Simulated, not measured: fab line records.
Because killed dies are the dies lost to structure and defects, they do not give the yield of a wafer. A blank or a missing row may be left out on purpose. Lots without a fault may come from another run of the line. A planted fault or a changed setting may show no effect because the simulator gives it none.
2 desks looking at one fault ; flow n5-finfet ; what lay behind the numbers comes last; until then each desk has only its own

== FROM THE METROLOGY DESK ==
What the gauges read, lot by lot, whatever tool the lot ran on: means of the sampled wafers that have a number. Any lot whose mean is over 4 standard deviations away from the usual mean is out of limits and marked OUT; that distance is given in the brackets. Readings shown: 7 out of 38 (the first out of limits, and those lying furthest out on some lot).
Columns: A = trench-depth-nm at N5_BEOL_M6_OCD_MEAS_38, usual 93.6 nm; B = M6_THK at N5_BEOL_M6_THK_MEAS_53, usual 81.5 nm; C = M6_RS at N5_BEOL_M6_RS_MEAS_57, usual 0.290 ohm/sq; D = COMB_M15 at N5_BEOL_M15_RC_MEAS_101, usual 2e-12 S/m; E = SERP_M11 at N5_BEOL_M15_RC_MEAS_101, usual 3.09 ohm/um; F = SERP_M6 at N5_BEOL_M15_RC_MEAS_101, usual 14.0 ohm/um; G = SERP_M6_max_site at N5_BEOL_M15_RC_MEAS_101, usual 14.7 ohm/um
lot;first seen here;A;B;C;D;E;F;G
L405;day 8 07:15;93.0;80.7;0.293;2e-12;3.06;14.0;14.6
L415;day 10 18:57;94.1;80.8;0.291;2e-12;3.19;13.9;14.5
L416;day 11 06:13;74.4 (-13) OUT;61.6 (-10) OUT;0.423 (+16) OUT;2e-12;3.18;20.0 (+11) OUT;20.8 (+10) OUT
L419;day 11 13:50;74.3 (-13) OUT;62.3 (-10) OUT;0.423 (+16) OUT;2e-12;3.04;20.1 (+11) OUT;21.0 (+11) OUT
L418;day 11 15:33;93.3;81.2;0.292;2e-12;3.11;13.7;14.5
L424;day 12 20:27;93.9;83.4;0.283;1e-12;2.94;13.6;14.1
This desk's verdict: out of limits on L416, L419, starting with L416 at day 12 01:46 (trench-depth-nm at N5_BEOL_M6_OCD_MEAS_38). L405, L415, L418, L424: within limits.

== DESK OF THE TOOL OWNER: rie-diel-02 ==
The tool's own readings at N5_BEOL_M6_TRENCH_ETCH_37 (etches SiCOH lowk in C4F6/O2, target depth 94.435 nm, time 31.5 s): means of the sampled wafers that have a number, for each lot that ran on this tool. Any lot whose mean is over 4 standard deviations away from the usual mean is out of limits and marked OUT; that distance is given in the brackets.
Columns: A = drypump-motor-current-A at N5_BEOL_M6_TRENCH_ETCH_37, usual 5.8 A; B = oes-product-au at N5_BEOL_M6_TRENCH_ETCH_37, usual 0.78 a.u.; C = rf-vpp-V at N5_BEOL_M6_TRENCH_ETCH_37, usual 662 V; D = showerhead-plenum-p-Torr at N5_BEOL_M6_TRENCH_ETCH_37, usual 2.86 Torr; E = throttle-valve-pct at N5_BEOL_M6_TRENCH_ETCH_37, usual 21.02 %
lot;first seen here;A;B;C;D;E
L405;day 9 03:30;6.0;0.78;660;2.92;21.11
L415;day 11 13:32;6.1;0.74;656;2.89;21.30
L416;day 12 01:36;6.0;0.65;659;2.91;21.11
L419;day 12 10:32;5.6;0.63;657;2.85;21.08
This desk found nothing out of limits on any of the 4 lots.

== ALL TOGETHER ==
On L416, L419, the metrology desk was in a position to raise an alarm at day 12 01:46.
The desk of the tool owner found nothing out of limits.
On record at the tool owner's desk: L416, L419, within its limits.
On rie-diel-02, each named lot ran N5_BEOL_M6_TRENCH_ETCH_37.

== WHAT HAD BEEN PUT IN BY THE SIMULATOR ==
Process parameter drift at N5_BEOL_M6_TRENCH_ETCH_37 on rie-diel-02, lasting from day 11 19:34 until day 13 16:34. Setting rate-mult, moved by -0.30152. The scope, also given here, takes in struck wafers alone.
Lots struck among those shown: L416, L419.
Per desk, hours elapsed from the start of the fault to the first reading out of limits: for the metrology desk, 6.
